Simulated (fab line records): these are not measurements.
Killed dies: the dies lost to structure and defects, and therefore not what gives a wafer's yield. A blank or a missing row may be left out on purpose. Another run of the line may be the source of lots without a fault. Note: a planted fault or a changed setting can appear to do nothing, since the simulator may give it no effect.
fab line records	flow nand-harc
record lots=12	wafers=36	last-day=23
route steps=1159 shown P_M2@329 P_BONDPAD@351 END@1159
lots that met no fault: taken from a fault-free run of the same line
start-h: hours from the record's opening day to when the first of the lot's shown wafers began	wait-h: hours elapsed since this lot's preceding step	" same as the row above	L1.1+2: a single row standing in for several wafers	- no value, or no start was given	* or withheld: withheld	< > ~ a bound
route shown NAME@n: NAME is a module with steps in the file, n the number in the route of the first one	usual: mean/standard deviation of fault-free wafers	same: alike in all rows	chamber/n: place in a boat	sites: the reading at each site	_std_site: the standard deviation of these	_edge_site: mean of outer sites minus mean of inner sites	radius-mm: how far each site lies from the wafer's centre	mask NAME#n: copy n	behind: tool/chamber where the wafer was last shaped	hold: why the lot was held/for how many hours/how that ended	device: the n, p or np transistor that did not switch	end of line: the same wafers' tests at the end of the route	a step with no rows: only its recipe	killed: the dies lost at the first sort to structure and to defects; this is not the yield of the wafer	map: a wafer's dies, x killed, . not, _ none there
set.NAME: the run value of the setting; set.NAME@STEP: its run value at that earlier step	model.NAME: the simulator's own value behind a step, which no gauge read
steps of the route over a sample of lots; a table a step, a row a wafer
services: a tool's chamber out of use, with start hour (start-h, from the record's first day; less than 0 if before it), hours out, and reason
## steps
# step NHARC_P_M2_OVL_MEAS_10
# recipe pitch-nm=340
# usual overlay-x-nm=0.1/0.94	overlay-y-nm=0.2/0.87
lot.wafer	tool	chamber	start-h	wait-h	overlay-x-nm	overlay-y-nm
L484.2	overlay-02	-	124.49	-	0.0	0.9
L484.3	"	-	"	"	-0.6	0.7
L484.5	"	-	"	"	0.2	-0.1
L487.2	overlay-02	-	140.37	-	-0.4	1.3
L487.3	"	-	"	"	-0.5	1.5
L487.6	"	-	"	"	-1.0	0.8
L486.1	overlay-01	-	140.40	-	-1.9	-0.5
L486.3	"	-	"	"	-1.8	-0.3
L486.6	"	-	"	"	-2.3	-0.6
L488.1	overlay-01	-	150.18	-	-1.2	2.4
L488.3	"	-	"	"	-1.9	2.6
L488.5	"	-	"	"	-1.9	2.6
L489.1	overlay-02	-	162.81	-	0.2	0.2
L489.5	"	-	"	"	0.8	-0.1
L489.6	"	-	"	"	1.1	0.1
L491.3	overlay-02	-	168.26	-	0.6	0.0
L491.4	"	-	"	"	0.8	-0.8
L491.6	"	-	"	"	0.0	-0.9
L492.1	overlay-02	-	172.66	-	0.1	0.8
L492.4	"	-	"	"	0.9	0.6
L492.5	"	-	"	"	0.4	0.9
L501.4	overlay-01	-	225.54	-	-1.1	0.0
L501.5	"	-	"	"	-0.8	-0.8
L501.6	"	-	"	"	-1.0	-0.1
L500.3	overlay-01	-	227.19	-	-0.2	0.1
L500.5	"	-	"	"	0.2	-0.2
L500.6	"	-	"	"	0.0	0.1
L502.3	overlay-01	-	231.93	-	1.3	1.2
L502.4	"	-	"	"	1.3	1.1
L502.6	"	-	"	"	1.0	0.9
L504.4	overlay-01	-	237.39	-	0.8	-0.5
L504.5	"	-	"	"	1.5	-0.3
L504.6	"	-	"	"	1.4	0.1
L503.1	overlay-01	-	239.05	-	1.4	-0.4
L503.3	"	-	"	"	1.0	-0.5
L503.4	"	-	"	"	1.2	-1.2
# step NHARC_P_M2_PRE_CLEAN_30
# recipe time-s=30	temp-c=280	gas=H2/He
# usual heater-power-w=418/48
lot.wafer	tool	chamber	start-h	wait-h	heater-power-w
L484.3	pvd-sputter-01	-	-	-	415
L484.2	"	-	"	"	433
L484.5	"	-	"	"	423
L486.3	pvd-sputter-01	-	-	-	422
L486.1	"	-	"	"	447
L486.6	"	-	"	"	394
L487.2	pvd-sputter-03	-	-	-	337
L487.3	"	-	"	"	422
L487.6	"	-	"	"	421
L488.1	pvd-sputter-02	-	-	-	375
L488.3	"	-	"	"	526
L488.5	"	-	"	"	371
L489.1	pvd-sputter-03	-	-	-	431
L489.6	"	-	"	"	325
L489.5	"	-	"	"	410
L491.4	pvd-sputter-03	-	-	-	418
L491.3	"	-	"	"	452
L491.6	"	-	"	"	337
L492.4	pvd-sputter-03	-	-	-	338
L492.1	"	-	"	"	440
L492.5	"	-	"	"	336
L501.4	pvd-sputter-03	-	-	-	424
L501.6	"	-	"	"	339
L501.5	"	-	"	"	430
L500.3	pvd-sputter-03	-	-	-	335
L500.6	"	-	"	"	451
L500.5	"	-	"	"	330
L502.3	pvd-sputter-01	-	-	-	390
L502.4	"	-	"	"	418
L502.6	"	-	"	"	438
L504.4	pvd-sputter-03	-	-	-	439
L504.5	"	-	"	"	434
L504.6	"	-	"	"	454
L503.1	pvd-sputter-02	-	-	-	373
L503.4	"	-	"	"	547
L503.3	"	-	"	"	483
# step NHARC_P_M2_ECD_22
# recipe target-thk-a=4000	bath-temp-c=25	material=Cu
lot.wafer	tool	chamber	start-h	wait-h
L484.2+3+5	ecd-cu-01	1,0,0	126.05	-
L486.1+3+6	ecd-cu-01	0	141.98	-
L487.2+3+6	ecd-cu-02	1	142.04	-
L488.1+3+5	ecd-cu-02	0,1,0	151.68	-
L489.1+5+6	ecd-cu-02	1,0,1	164.42	-
L491.3+4+6	ecd-cu-01	1,0,0	169.87	-
L492.1+4+5	ecd-cu-02	1	174.13	-
L501.4+5+6	ecd-cu-02	1,1,0	227.12	-
L500.3+5+6	ecd-cu-02	0,1,0	228.81	-
L502.3+4+6	ecd-cu-02	0,1,0	233.56	-
L504.4+5+6	ecd-cu-01	1,1,0	239.00	-
L503.1+4+3	ecd-cu-01	1,0,1	240.58	-
# step NHARC_P_M2_CMP_23
# recipe t-overpolish-s=20	target-thk-nm=144.3
# usual edge-zone-pressure-frac=1.000/0.0048	motor-current-A=11.6/1.1	time-to-endpoint-s=29.4/2.7
lot.wafer	tool	chamber	start-h	wait-h	edge-zone-pressure-frac	motor-current-A	time-to-endpoint-s
L484.2	cmp-03	3	126.90	-	1.011	10.8	31.5
L484.3	"	1	"	"	0.997	10.1	34.7
L484.5	"	3	"	"	1.005	11.2	32.1
L486.3	cmp-03	2	142.68	-	1.004	10.4	29.3
L486.1	"	0	"	"	1.005	12.2	32.1
L486.6	"	2	"	"	0.999	10.8	31.1
L487.3	cmp-04	0	142.77	-	1.000	10.2	28.5
L487.2	"	1	"	"	0.999	13.0	24.1
L487.6	"	2	"	"	1.006	11.0	30.2
L488.1	cmp-02	3	152.42	-	1.002	12.5	28.5
L488.3	"	1	"	"	1.000	13.2	30.1
L488.5	"	2	"	"	1.000	10.5	33.4
L489.1	cmp-03	0	165.17	-	1.009	11.9	31.6
L489.5	"	1	"	"	0.997	10.5	33.0
L489.6	"	2	"	"	0.997	10.6	29.9
L491.4	cmp-03	0	170.52	-	1.003	11.9	29.8
L491.3	"	1	"	"	0.999	10.3	29.2
L491.6	"	3	"	"	0.996	11.3	28.4
L492.4	cmp-04	0	174.91	-	1.008	11.0	28.3
L492.1	"	1	"	"	1.004	12.6	24.6
L492.5	"	3	"	"	1.000	12.5	31.0
L501.4	cmp-04	3	227.81	-	0.995	13.3	28.9
L501.6	"	2	"	"	0.997	10.8	15.1
L501.5	"	3	"	"	0.992	12.6	28.8
L500.3	cmp-03	1	229.42	-	1.002	10.7	16.2
L500.5	"	0	"	"	1.008	11.8	28.3
L500.6	"	1	"	"	0.996	10.4	16.4
L502.3	cmp-03	2	234.22	-	0.998	10.1	15.0
L502.4	"	3	"	"	1.003	10.7	26.5
L502.6	"	1	"	"	1.000	10.6	17.3
L504.4	cmp-04	3	239.71	-	0.996	12.8	29.0
L504.5	"	1	"	"	0.989	12.8	24.8
L504.6	"	2	"	"	0.991	10.9	27.2
L503.3	cmp-03	1	241.25	-	0.996	10.5	33.0
L503.1	"	2	"	"	1.002	11.0	31.5
L503.4	"	0	"	"	1.004	11.4	33.5
# step NHARC_P_BONDPAD_DEP_00
# recipe target-thk-a=2500	temp-c=370	target-thk-nm=250	pressure-torr=3	flow-sccm=200	rf-w=450	material=SiCN
# usual chamber-pressure-Torr=3.000/0.0072	heater-power-w=619/60
lot.wafer	tool	chamber	start-h	wait-h	chamber-pressure-Torr	heater-power-w
L484.2	pecvd-02	2	127.91	-	2.994	714
L484.3	"	1	"	"	2.991	554
L484.5	"	0	"	"	3.004	544
L487.2	pecvd-03	2	143.75	-	2.995	563
L487.3	"	2	"	"	2.991	568
L487.6	"	2	"	"	2.990	597
L486.3	pecvd-02	0	143.86	0.3	3.004	575
L486.1	"	1	"	"	2.999	532
L486.6	"	0	"	"	2.988	596
L488.1	pecvd-03	1	-	-	2.997	704
L488.3	"	2	"	"	2.997	646
L488.5	"	1	"	"	2.993	701
L489.1	pecvd-02	0	166.15	-	2.999	555
L489.5	"	0	"	"	2.995	564
L489.6	"	1	"	"	3.010	541
L491.3	pecvd-01	0	-	-	2.997	628
L491.4	"	2	"	"	2.992	587
L491.6	"	1	"	"	3.011	574
L492.1	pecvd-03	2	-	-	3.008	654
L492.5	"	1	"	"	2.990	588
L492.4	"	0	"	"	3.000	548
L501.6	pecvd-02	1	-	-	3.009	565
L501.4	"	2	"	"	3.002	698
L501.5	"	0	"	"	2.992	543
L500.3	pecvd-03	2	230.52	-	3.001	624
L500.6	"	0	"	"	2.986	692
L500.5	"	2	"	"	3.009	636
L502.3	pecvd-03	1	235.27	-	2.995	566
L502.6	"	0	"	"	3.013	663
L502.4	"	2	"	"	3.008	612
L504.6	pecvd-03	0	-	-	2.999	668
L504.4	"	1	"	"	2.992	659
L504.5	"	2	"	"	3.002	569
L503.1	pecvd-03	2	242.32	-	2.999	638
L503.3	"	0	"	"	3.001	685
L503.4	"	2	"	"	3.015	650
# step NHARC_END_SORT_01
# recipe temp-c=25
# usual defect-limited-yield=95.5/1.4	killed-at-array=26/9.7	killed-at-other=1.0/1.2	killed-at-periphery=3.9/2.6	killed-dies=31/9.7	killed-open=3.2/1.8	killed-short=2.0/1.3	sort_bin_2_pct=1.4/0.6	sort_bin_3_pct=0.23/0.2	sort_bin_4_pct=2.9/0.97	sort-n-pass=646/9.7	sort-rim-yield-pct=95.7/2.6	sort-yield-pct=95.5/1.4
# same gross-dies=677	sort_bin_5_pct[%]=0	sort_bin_6_pct[%]=0	sort_bin_7_pct[%]=0	sort_bin_8_pct[%]=0	sort-rim-n-gross=106.00
lot.wafer	tool	chamber	start-h	wait-h	defect-limited-yield[%]	killed-at-array	killed-at-other	killed-at-periphery	killed-dies	killed-open	killed-short	sort_bin_2_pct[%]	sort_bin_3_pct[%]	sort_bin_4_pct[%]	sort-n-pass	sort-rim-yield-pct[%]	sort-yield-pct[%]
L487.2	prober-02	0	445.86	2.8	97.5	9	1	7	17	2	1	1.0	0	1.5	660	99.1	97.5
L487.3	prober-02	0	446.66	3.1	96.5	16	1	7	24	5	3	1.2	0.44	1.9	653	96.2	96.5
L487.6	prober-02	0	449.04	4.0	97.2	12	0	7	19	4	1	1.0	0.15	1.6	658	99.1	97.2
L492.1	prober-02	0	492.07	2.4	95.4	27	0	4	31	3	0	1.6	0	3.0	646	90.6	95.4
L492.4	prober-02	0	494.46	3.4	93.2	40	1	5	46	6	2	2.4	0.30	4.1	631	92.5	93.2
L492.5	prober-02	0	495.26	3.7	95.4	27	2	2	31	3	2	1.5	0.30	2.8	646	89.6	95.4
L500.3	prober-01	0	543.76	3.1	94.2	36	1	2	39	2	0	1.6	0.30	3.8	638	96.2	94.2
L500.5	prober-01	0	545.34	3.7	93.5	42	1	1	44	4	1	1.8	0.30	4.4	633	93.4	93.5
L500.6	prober-01	0	546.13	4.0	93.4	38	2	5	45	2	2	2.4	0.44	3.8	632	91.5	93.4
L501.4	prober-02	0	544.65	3.4	96.5	16	1	7	24	3	4	0.9	0.30	2.4	653	93.4	96.5
L501.5	prober-02	0	545.46	3.7	97.8	12	0	3	15	1	2	0.6	0	1.6	662	96.2	97.8
L501.6	prober-02	0	546.26	4.0	95.9	19	0	9	28	9	3	1.0	0	3.1	649	97.2	95.9
L502.3	prober-02	0	551.65	3.1	96.9	14	0	7	21	2	2	0.4	0.15	2.5	656	96.2	96.9
L502.4	prober-02	0	552.45	3.4	97.3	15	0	3	18	1	1	0.4	0.30	1.9	659	95.3	97.3
L502.6	prober-02	0	554.04	4.0	96.2	20	0	6	26	5	2	1.6	0.30	1.9	651	98.1	96.2
# killed by level:class
L487.2 P_ZERO_WELL:chamber-film-flake=3 A_CHANNEL_HOLE_D1:chamber-film-flake=3 A_CONTACT:chamber-film-flake=3 A_WL_FILL:chamber-film-flake=2 P_CONTACT:geometric-particle:short=1 P_M1:geometric-particle:open=1 P_BONDPAD:geometric-particle:open=1 P_CONTACT:chamber-film-flake=1
L487.3 P_CONTACT:chamber-film-flake=4 A_STAIRCASE:chamber-film-flake=4 A_ZERO_WELL:chamber-film-flake=3 A_CHANNEL_HOLE_D1:chamber-film-flake=2 A_CONTACT:chamber-film-flake=2 P_M0:geometric-particle:open=1 P_M2:geometric-particle:open=1 A_ONON_D1:geometric-particle:open=1
L487.6 A_STAIRCASE:chamber-film-flake=7 P_ZERO_WELL:chamber-film-flake=2 P_CONTACT:chamber-film-flake=2 P_CONTACT:geometric-particle:open=1 P_M0:geometric-particle:open=1 P_M1:geometric-particle:open=1 A_SGD_CUT:geometric-particle:open=1 A_WL_FILL:geometric-particle:short=1
L492.1 A_CHANNEL_HOLE_D1:chamber-film-flake=14 A_SLIT:chamber-film-flake=6 P_ZERO_WELL:chamber-film-flake=3 A_STAIRCASE:chamber-film-flake=2 A_CHANNEL_FILL_D1:geometric-particle:open=1 A_SLIT:geometric-particle:open=1 A_CONTACT:geometric-particle:open=1 P_GATE:chamber-film-flake=1
L492.4 A_CHANNEL_HOLE_D1:chamber-film-flake=15 A_SLIT:chamber-film-flake=11 P_ZERO_WELL:chamber-film-flake=4 A_STAIRCASE:chamber-film-flake=3 A_SGD_CUT:chamber-film-flake=2 A_CONTACT:chamber-film-flake=2 P_CONTACT:geometric-particle:open=1 A_SOURCE_PLATE:geometric-particle:open=1
L492.5 A_CHANNEL_HOLE_D1:chamber-film-flake=9 A_SLIT:chamber-film-flake=9 A_STAIRCASE:chamber-film-flake=3 A_CONTACT:chamber-film-flake=3 P_M1:geometric-particle:open=1 A_SOURCE_PLATE:geometric-particle:short=1 A_ONON_D1:geometric-particle:open=1 A_CONTACT:geometric-particle:open=1
L500.3 A_CHANNEL_HOLE_D1:chamber-film-flake=25 A_SLIT:chamber-film-flake=8 A_WL_FILL:chamber-film-flake=2 A_BLC:geometric-particle:open=1 STARTING-WAFER:geometric-particle:open=1 P_ZERO_WELL:chamber-film-flake=1 P_M2:chamber-film-flake=1
L501.4 P_M2:chamber-film-flake=5 A_CHANNEL_HOLE_D1:chamber-film-flake=3 A_STAIRCASE:chamber-film-flake=3 A_WL_FILL:chamber-film-flake=2 A_CONTACT:chamber-film-flake=2 P_CONTACT:geometric-particle:short=1 P_M0:geometric-particle:short=1 A_ONON_D1:geometric-particle:open=1
L500.5 A_CHANNEL_HOLE_D1:chamber-film-flake=22 A_SLIT:chamber-film-flake=14 A_ONON_D1:geometric-particle:short=1 A_CHANNEL_HOLE_D1:geometric-particle:open=1 A_WL_FILL:geometric-particle:open=1 A_CONTACT:geometric-particle:open=1 A_M1:geometric-particle:open=1 P_ZERO_WELL:chamber-film-flake=1
L501.5 A_CHANNEL_HOLE_D1:chamber-film-flake=7 P_GATE:chamber-film-flake=2 P_M1:geometric-particle:open=1 A_ONON_D1:geometric-particle:short=1 A_CHANNEL_HOLE_D1:geometric-particle:short=1 A_STAIRCASE:chamber-film-flake=1 A_SLIT:chamber-film-flake=1 A_CONTACT:chamber-film-flake=1
L500.6 A_CHANNEL_HOLE_D1:chamber-film-flake=19 A_SLIT:chamber-film-flake=12 P_M2:chamber-film-flake=4 A_WL_FILL:chamber-film-flake=3 A_CHANNEL_FILL_D1:geometric-particle:short=2 THIN_TSV:chamber-film-flake=2 A_CHANNEL_FILL_D1:geometric-particle:open=1 A_M1:geometric-particle:open=1
L501.6 P_M2:chamber-film-flake=8 A_CONTACT:geometric-particle:open=3 A_CHANNEL_HOLE_D1:chamber-film-flake=3 A_SLIT:chamber-film-flake=3 A_BLC:geometric-particle:open=2 P_CONTACT:geometric-particle:open=1 A_ONON_D1:geometric-particle:short=1 A_CHANNEL_FILL_D1:geometric-particle:short=1
L502.3 P_GATE:chamber-film-flake=4 A_CONTACT:chamber-film-flake=4 A_CHANNEL_HOLE_D1:chamber-film-flake=3 A_STAIRCASE:chamber-film-flake=2 A_M1:chamber-film-flake=2 P_CONTACT:geometric-particle:short=1 P_CONTACT:geometric-particle:open=1 A_CHANNEL_FILL_D1:geometric-particle:short=1
L502.4 A_CONTACT:chamber-film-flake=7 P_GATE:chamber-film-flake=3 A_CHANNEL_HOLE_D1:chamber-film-flake=2 A_STAIRCASE:chamber-film-flake=2 A_M0:geometric-particle:open=1 A_M0:geometric-particle:short=1 A_CHANNEL_FILL_D1:chamber-film-flake=1 A_M1:chamber-film-flake=1
L502.6 A_CHANNEL_HOLE_D1:chamber-film-flake=8 P_GATE:chamber-film-flake=4 A_STAIRCASE:chamber-film-flake=4 A_CONTACT:chamber-film-flake=3 A_CONTACT:geometric-particle:open=2 P_STI:geometric-particle:open=1 P_GATE:geometric-particle:open=1 A_SGD_CUT:geometric-particle:short=1
## services
tool	chamber	start-h	hours	kind
pvd-sputter-03	-	102.00	10.0	pm
cmp-04	-	105.09	4.0	pm
ecd-cu-01	-	107.73	1.2	repair
pvd-sputter-01	-	110.22	2.5	repair
pecvd-03	-	111.23	13.0	pm
cmp-02	-	111.44	2.7	repair
cmp-04	-	113.60	0.9	repair
cmp-03	-	118.10	1.6	repair
cmp-02	-	119.69	4.3	repair
cmp-04	-	127.30	0.9	repair
cmp-02	-	128.50	4.0	pm
pecvd-01	2	136.79	23.4	repair
pecvd-03	1	140.82	4.3	repair
pecvd-02	-	153.07	13.0	pm
cmp-03	-	156.06	4.0	pm
pvd-sputter-01	-	158.03	10.0	pm
pecvd-01	-	177.81	1.9	repair
cmp-02	-	180.11	0.5	repair
ecd-cu-02	-	180.24	8.0	pm
cmp-04	-	203.21	4.0	pm
cmp-02	-	211.49	0.3	repair
pvd-sputter-02	-	214.04	10.0	pm
cmp-02	-	226.50	4.0	pm
pecvd-01	-	237.20	13.0	pm
## key
first-sign step=NHARC_P_M2_CMP_23	reading=time-to-endpoint-s	direction=down	sigmas=5	usual=*	struck=*
effect none on later readings
met-at NHARC_P_M2_ECD_22
struck-lots L500,L501,L502
struck-wafers L500.3,L500.6,L501.6,L502.3,L502.6
not-acting-at NHARC_P_M2_OVL_MEAS_10,NHARC_P_M2_PRE_CLEAN_30,NHARC_P_BONDPAD_DEP_00
onset-between 164.42 227.12
fault kind=process-parameter-drift	tool=ecd-cu-02	chamber=0	onset-h=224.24	steps=NHARC_P_M2_ECD_22	channel=target-thk-a	offset=*	shape=step	end-h=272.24	acts-in=*	stated=*
